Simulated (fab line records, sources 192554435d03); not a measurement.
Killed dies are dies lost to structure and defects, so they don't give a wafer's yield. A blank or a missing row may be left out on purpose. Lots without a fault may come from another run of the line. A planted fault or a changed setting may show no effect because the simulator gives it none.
Split-lot experiment | flow n5_finfet | 7 lots, 21 wafers read, on a route of 1938 steps

THE SPLIT
At N5_BEOL_M0_SAQP_EXPOSE_37 (exposes mask M0 CUT1, target cd 30 nm), the setting dose_mj was moved away from the recipe's 44.75 on 6 of the 21 wafers read, by -5.2% to +5.6%. The other wafers ran this setting at the recipe's value.

FROM THE SPLIT TO THE READING: what the file shows between them, 2 steps
- N5_BEOL_M0_SAQP_PEB_38: peb time 60 s
- N5_BEOL_M0_SAQP_DEVELOP_39: develop time 30 s

THE READING
cd_nm, in nm, at N5_BEOL_M0_SAQP_CD_MEAS_40 (target cd 30 nm). Fault-free wafers of this fab line usually give 29.93 nm, standard deviation 0.25 nm.

wafer  | tool, chamber at the split | dose_mj as run | against the recipe | cd_nm, nm | against lot-mates on the recipe
L076.1 | euv_scanner-02, 0          | 44.75          | recipe             | 30.23     | -
L076.3 | euv_scanner-02, 0          | 44.75          | recipe             | 30.15     | -
L076.6 | euv_scanner-02, 0          | 44.75          | recipe             | 30.11     | -
L080.2 | euv_scanner-01, 0          | 47.26          | +5.6%              | 30.90     | +1.13
L080.4 | euv_scanner-01, 0          | 47.26          | +5.6%              | 30.56     | +0.79
L080.6 | euv_scanner-01, 0          | 44.75          | recipe             | 29.77     | -
L079.2 | euv_scanner-02, 0          | 44.75          | recipe             | 29.80     | -
L079.3 | euv_scanner-02, 0          | 44.75          | recipe             | 30.08     | -
L079.5 | euv_scanner-02, 0          | 44.75          | recipe             | 30.05     | -
L084.3 | euv_scanner-01, 0          | 43.71          | -2.3%              | 29.57     | +0.12
L084.4 | euv_scanner-01, 0          | 43.71          | -2.3%              | 29.17     | -0.28
L084.6 | euv_scanner-01, 0          | 44.75          | recipe             | 29.45     | -
L088.2 | euv_scanner-02, 0          | 44.75          | recipe             | 29.76     | -
L088.4 | euv_scanner-02, 0          | 44.75          | recipe             | 29.67     | -
L088.6 | euv_scanner-02, 0          | 44.75          | recipe             | 30.14     | -
L094.1 | euv_scanner-02, 0          | 42.42          | -5.2%              | 28.64     | -1.70
L094.3 | euv_scanner-02, 0          | 44.75          | recipe             | 30.34     | -
L094.5 | euv_scanner-02, 0          | 42.42          | -5.2%              | 28.79     | -1.55
L097.1 | euv_scanner-02, 0          | 44.75          | recipe             | 29.95     | -
L097.2 | euv_scanner-02, 0          | 44.75          | recipe             | 30.02     | -
L097.6 | euv_scanner-02, 0          | 44.75          | recipe             | 30.26     | -

THE FIT
A straight line over all 21 wafers: cd_nm changes by +0.189 nm for each +1% of dose_mj; r = +0.88; the points scatter about the line by 0.26 nm.
The same after taking each lot's own level away (the mean of its wafers on the recipe; 21 wafers): +0.218 nm for each +1%; r = +0.90; scatter 0.27 nm.
On that fit, the largest move of dose_mj shifts the reading by 1.2 nm.
The lots' own levels span 29.450 to 30.340 nm, that is 3.6 times the standard deviation above.
So the lot-to-lot level changes the slope: the two fits differ.
Check: with one of the wafers moved furthest among these (+5.6%) left out of the fit, the line predicts +1.22 nm for it against its lot-mates. It came out at +1.13 nm against them.

OTHER SPLITS ON THESE WAFERS
These wafers also went through other splits before the reading. Each is held against what the fit with the lots' levels taken away leaves over:
other split on the same wafers         | wafers away from the commonest value | r with cd_nm (lot level and that fit taken away)
N5_MOL_CONTACT_COAG_ALD_27 ald_cycles  | 8                                    | +0.10
N5_MOL_CONTACT_COAG_COAT_76 spin_rpm   | 3                                    | +0.33
N5_MOL_CONTACT_COAG_DESCUM_45 time_s   | 3                                    | -0.55
N5_MOL_CONTACT_COAG_ALD_133 ald_cycles | 6                                    | -0.30

THE WHOLE CHAIN: every reading that the file lists as answering this split, in the file's order
step                       | what it does                                                | reading                                                             | change (the file's fit)               | r (the file's)
N5_BEOL_M0_SAQP_CD_MEAS_40 | target cd 30 nm                                             | cd_nm                                                               | +0.219 nm for each +1% of the setting | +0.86
N5_BEOL_M0_SAQP_DESCUM_45  | chemistry O2, time 7 s                                      | BEOL_M0_SAQP.cd_nm (the simulator's own value, which no gauge read) | +0.25 nm for each +1% of the setting  | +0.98
N5_BEOL_M0_SAQP_ETCH_88    | etches underlayer in N2/H2, target depth 6.5 nm, time 5.2 s | BEOL_M0_SAQP.cd_nm (the simulator's own value, which no gauge read) | +0.265 nm for each +1% of the setting | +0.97
N5_BEOL_M0_SAQP_ETCH_73    | etches SiARC in CF4, target depth 19.5 nm, time 32.5 s      | BEOL_M0_SAQP.cd_nm (the simulator's own value, which no gauge read) | +0.237 nm for each +1% of the setting | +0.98

THE FILE'S OWN FIT
cd_nm changes by +0.219 nm for each +1% of dose_mj, r = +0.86.
